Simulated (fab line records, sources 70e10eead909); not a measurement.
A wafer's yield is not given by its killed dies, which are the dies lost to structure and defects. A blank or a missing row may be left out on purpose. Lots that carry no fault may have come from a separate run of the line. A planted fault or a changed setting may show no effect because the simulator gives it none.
Chamber matching || flow nand-harc || pecvd-01 running NHARC_P_M0_PRE_CLEAN_31: 3 sister chambers
The step time 12 s. 3 wafers are shown with their chamber, then 9 later ones without.

== WAFERS WITH THEIR CHAMBER ==
{"wafer": "L088.2", "chamber": 0, "heater-power-w (W)": 591}
{"wafer": "L089.1", "chamber": 1, "heater-power-w (W)": 586}
{"wafer": "L089.4", "chamber": 2, "heater-power-w (W)": 766}

== WAFERS WITHOUT THEIR CHAMBER ==
{"wafer": "L091.1", "heater-power-w (W)": 594}
{"wafer": "L091.3", "heater-power-w (W)": 713}
{"wafer": "L091.4", "heater-power-w (W)": 589}
{"wafer": "L092.2", "heater-power-w (W)": 578}
{"wafer": "L092.3", "heater-power-w (W)": 583}
{"wafer": "L092.6", "heater-power-w (W)": 761}
{"wafer": "L093.2", "heater-power-w (W)": 579}
{"wafer": "L093.5", "heater-power-w (W)": 602}
{"wafer": "L093.6", "heater-power-w (W)": 575}

== WHICH CHAMBER EACH WENT THROUGH ==
{"wafer": "L091.1", "from the rows above": "can't be placed: 0 or 1", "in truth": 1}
{"wafer": "L091.3", "from the rows above": 2, "in truth": 2}
{"wafer": "L091.4", "from the rows above": "can't be placed: 0 or 1", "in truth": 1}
{"wafer": "L092.2", "from the rows above": "can't be placed: 1 or 0", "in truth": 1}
{"wafer": "L092.3", "from the rows above": "can't be placed: 1 or 0", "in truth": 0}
{"wafer": "L092.6", "from the rows above": 2, "in truth": 2}
{"wafer": "L093.2", "from the rows above": "can't be placed: 1 or 0", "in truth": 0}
{"wafer": "L093.5", "from the rows above": "can't be placed: 0 or 1", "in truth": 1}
{"wafer": "L093.6", "from the rows above": "can't be placed: 1 or 0", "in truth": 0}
Correctly placed: 2 of 9. Not placeable from these rows: 7 (in 7, the candidates include the true chamber). Number placed wrongly: 0.
How it was worked out, from the rows above alone: a wafer's distance from a chamber is the root of the sum, over the readings, of the square of ((its reading less the chamber's mean) divided by the reading's scatter). The wafer belongs to the nearest chamber; if the next one is less than 2 further off, it can't be placed. The mean given for a chamber averages the wafers shown for that chamber. The scatter: root of mean squared gap, hidden wafer to nearest shown wafer, with one shown wafer a chamber.
